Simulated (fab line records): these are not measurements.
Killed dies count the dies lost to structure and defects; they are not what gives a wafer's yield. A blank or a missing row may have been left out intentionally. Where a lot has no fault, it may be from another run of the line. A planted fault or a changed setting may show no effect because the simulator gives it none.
A lot that was struck, set against a sound lot -- flow nand_harc -- 28 out of 1159 route steps
Sound: the wafers L470.1, L470.4, L470.6. Struck: wafers L481.1, L481.3, L481.5. The cause is given at the end.
Each step with rows lists, per side, the tool, then ch with its chambers, then its first start. Under that, the readings that differ: sound wafers -- struck wafers -- difference of the means -- sigmas: that difference in standard deviations of wafers without a fault.
alike: readings with means less than 2 such deviations apart, plus words and numbers identical on both sides. not compared: withheld readings, readings lacking a value on some wafer, bounds such as >300 that could conceal the same value, and numbers that have no deviation in the record and whose values overlap.
The two part at a step that has a row with sigmas, a row that says differs or no value, or rows on one side only. Numbers that have no deviation but don't overlap get no sigmas and don't part them. A reading that every wafer of one side lacks parts them only if that side has two wafers or more.

first, 1 step without rows for these wafers: NHARC_A_M0_STRIP_19 (strips in post etch residue remover, time 600 s).
NHARC_A_M0_DEGAS_28: time 60 s.
  sound: pvd_sputter-03 at day 17 22:19; struck: pvd_sputter-03 at day 20 23:57
  alike: heater_power_w
NHARC_A_M0_PRE_CLEAN_29: time 30 s.
  sound on pvd_sputter-03; struck on pvd_sputter-03
  alike: heater_power_w
then, 1 step without rows for these wafers: NHARC_A_M0_PVD_20 (deposits TaN, target thk 5 nm, time 8.06 s).
NHARC_A_M0_PVD_21: deposits Cu, target thk 30 nm, time 20.49 s.
  sound on pvd_sputter-03; struck on pvd_sputter-03
  alike: cathode_dc_power_W, throttle_valve_pct
then, 3 steps without rows for these wafers: NHARC_A_M0_ECD_22 (material Cu, target thk 400 nm); NHARC_A_M0_ANNEAL_30 (time 90 s); NHARC_A_M0_CMP_23 (polishes, t overpolish 20 s, target thk 113.75 nm).
NHARC_A_M0_THK_MEAS_24: measures by xrf.
  sound: film_metro-01 at day 17 23:47; struck: film_metro-02 at day 21 01:20
  alike: thk_nm
then, 1 step without rows for these wafers: NHARC_A_M0_SRD_25.
NHARC_A_M0_INSPECT_27:
  sound: defect_inspect-01 at day 17 23:56; struck: defect_inspect-02 at day 21 01:30
  alike: raw_defect_count
NHARC_A_M0_PRE_CLEAN_31: time 12 s.
  sound on pecvd-02 ch 1,2, day 18 00:02; struck on pecvd-04 ch 0,1, day 21 01:34
  alike: heater_power_outer_w, heater_power_w, rf_fwd_power_W
NHARC_A_M0_DEP_32: deposits SiCN, target thk 30 nm.
  sound on pecvd-02 ch 1,2, day 18 00:07; struck on pecvd-04 ch 0,1, day 21 01:39
  alike: chamber_pressure_Torr, heater_power_outer_w, heater_power_w, rf_fwd_power_W
then, 10 steps without rows for these wafers: NHARC_A_M1_DEP_00 (deposits SiOC, target thk 182.5 nm); NHARC_A_M1_DEHYDRATE_01 (time 120 s); NHARC_A_M1_HMDS_02 (time 30 s); NHARC_A_M1_COAT_34 (time 65 s); NHARC_A_M1_COAT_03 (resist thk 90 nm); NHARC_A_M1_SOFTBAKE_04 (time 55 s); NHARC_A_M1_EBR_05; NHARC_A_M1_EXPOSE_06 (exposes mask A M1, target cd 120 nm); NHARC_A_M1_PEB_07 (peb time 65 s); NHARC_A_M1_DEVELOP_08 (develop time 35 s).
NHARC_A_M1_CD_MEAS_09: target cd 120 nm.
  sound on cd_sem-01 ch 0, day 18 01:22; struck on cd_sem-01 ch 0, day 21 02:52
  alike: cd_nm
NHARC_A_M1_OVL_MEAS_10: pitch 240 nm.
  sound: overlay-01 at day 18 01:28; struck: overlay-02 at day 21 02:57
  alike: overlay_x_nm, overlay_y_nm
NHARC_A_M1_INSPECT_11:
  sound: defect_inspect-02 at day 18 01:29; struck: defect_inspect-01 at day 21 02:59
reading,sound,struck,difference,sigmas
raw_defect_count,32 34 35,576 550 565,+530,+38
NHARC_A_M1_DESCUM_14: chemistry O2, time 3 s.
  sound on rie_diel-05 ch 0,1,3, day 18 01:34; struck on rie_diel-09 ch 1,3, day 21 03:04
  alike: drypump_motor_current_A, oes_product_au, rf_vpp_V, showerhead_plenum_p_Torr, throttle_valve_pct
  not compared: rf_hours_counter_h
NHARC_END_SORT_01:
  sound on prober-01 ch 0, day 19 19:08; struck on prober-01 ch 0, day 23 02:26
reading,sound,struck,difference,sigmas
defect_limited_yield (%),96.2 95.3 95.4,81.8 79.9 81.2,-14.7,-9
killed_at_array,24 29 28,120 132 126,+99,+9
killed_dies,26 32 31,123 136 127,+99,+9
sort_bin_2_pct (%),1.0 2.2 0.9,8.1 8.6 7.8,+6.8,+10
sort_bin_3_pct (%),0.15 0 0.15,2.66 2.81 3.10,+2.76,+13
sort_bin_4_pct (%),2.7 2.5 3.5,7.4 8.7 7.8,+5.1,+5
sort_n_pass,651 645 646,554 541 550,-99,-9
sort_yield_pct (%),96.2 95.3 95.4,81.8 79.9 81.2,-14.7,-9
  alike: killed_at_other, killed_at_periphery, killed_open, killed_short, sort_rim_yield_pct

## WHERE THEY PART
Last at NHARC_END_SORT_01 as far as this record goes, first at NHARC_A_M1_INSPECT_11.

WHY: what the simulator had put in
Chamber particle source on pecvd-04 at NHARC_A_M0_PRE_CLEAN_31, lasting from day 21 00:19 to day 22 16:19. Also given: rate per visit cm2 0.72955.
